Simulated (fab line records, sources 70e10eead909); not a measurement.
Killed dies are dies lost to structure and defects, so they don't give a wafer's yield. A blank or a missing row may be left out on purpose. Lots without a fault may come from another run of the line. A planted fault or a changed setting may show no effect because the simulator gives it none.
One fault seen from 3 desks | flow nand_harc | each desk has only its own numbers; what lay behind them comes last

THE DEFECT DESK
What the inspections along the route counted, lot by lot: means of the sampled wafers that have a number. A lot is out of limits, marked OUT, if its mean lies more than 4 standard deviations from the usual mean; the brackets give that distance.
Columns: A = raw_defect_count at NHARC_A_BLC_INSPECT_12, usual 82
lot  | first seen here | A
L669 | day 22 11:29    | 147
L673 | day 23 22:47    | 24
L671 | day 23 23:31    | 107
L672 | day 24 08:26    | 156
L680 | day 27 15:46    | 28
L681 | day 27 17:55    | 39
L683 | day 28 11:17    | 71
L685 | day 28 23:51    | 117
L687 | day 29 21:58    | 164
L690 | day 30 17:42    | 62
L689 | day 30 18:38    | 82
L691 | day 31 11:25    | 76
L692 | day 32 02:04    | 68
This desk's finding: nothing out of limits on any of the 13 lots.

THE METROLOGY DESK
What the gauges read, lot by lot, whatever tool the lot ran on: means of the sampled wafers that have a number. A lot is out of limits, marked OUT, if its mean lies more than 4 standard deviations from the usual mean; the brackets give that distance.
Columns: A = overlay_x_nm at NHARC_A_M0_OVL_MEAS_10, usual 0.2 nm; B = overlay_y_nm at NHARC_A_M0_OVL_MEAS_10, usual 0.0 nm
lot  | first seen here | A    | B
L669 | day 22 15:22    | -0.8 | -0.9
L673 | day 24 03:02    | 1.1  | -1.6
L671 | day 24 04:08    | -0.2 | 0.4
L672 | day 24 12:26    | 1.6  | -0.8
L680 | day 27 19:54    | -0.4 | 0.6
L681 | day 27 21:47    | 0.4  | 0.0
L683 | day 28 15:16    | -0.3 | 0.7
L685 | day 29 03:51    | 0.1  | 0.4
L687 | day 30 01:49    | -0.2 | -0.2
L690 | day 30 21:43    | 0.7  | -1.6
L689 | day 30 22:33    | -0.7 | 0.8
L691 | day 31 15:25    | 1.3  | 1.7
L692 | day 32 05:56    | 0.9  | -0.7
This desk's finding: nothing out of limits on any of the 13 lots.

THE TOOL OWNER'S DESK: litho_track-06
The tool's own readings at NHARC_A_M0_SOFTBAKE_04 (time 55 s): means of the sampled wafers that have a number, for each lot that ran on this tool. A lot is out of limits, marked OUT, if its mean lies more than 4 standard deviations from the usual mean; the brackets give that distance.
Columns: A = heater_power_total_W at NHARC_A_M0_SOFTBAKE_04, usual 188.44 W
lot  | first seen here | A
L669 | day 22 14:00    | 188.54
L680 | day 27 19:00    | 323.22 (+99 or more) OUT
L681 | day 27 21:00    | 323.26 (+99 or more) OUT
L689 | day 30 22:00    | 188.62
This desk's finding: out of limits on L680, L681; first on L680, day 27 19:00 (heater_power_total_W at NHARC_A_M0_SOFTBAKE_04). In limits: L669, L689.

PUT TOGETHER
The tool owner's desk could have raised an alarm at day 27 19:00, on L680, L681.
The defect desk saw nothing out of limits.
The metrology desk saw nothing out of limits.
The defect desk has L680, L681 on record, within its limits.
The metrology desk has L680, L681 on record, within its limits.
Of the lots named, all ran NHARC_A_M0_SOFTBAKE_04 on litho_track-06.

WHAT THE SIMULATOR HAD PUT IN
Process parameter drift: litho_track-06, from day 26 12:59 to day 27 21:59, at NHARC_A_M0_SOFTBAKE_04. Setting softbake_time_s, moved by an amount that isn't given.
Lots struck among those shown: L680, L681.
Hours from the fault's start to each desk's first reading out of limits: the tool owner's desk, 30.
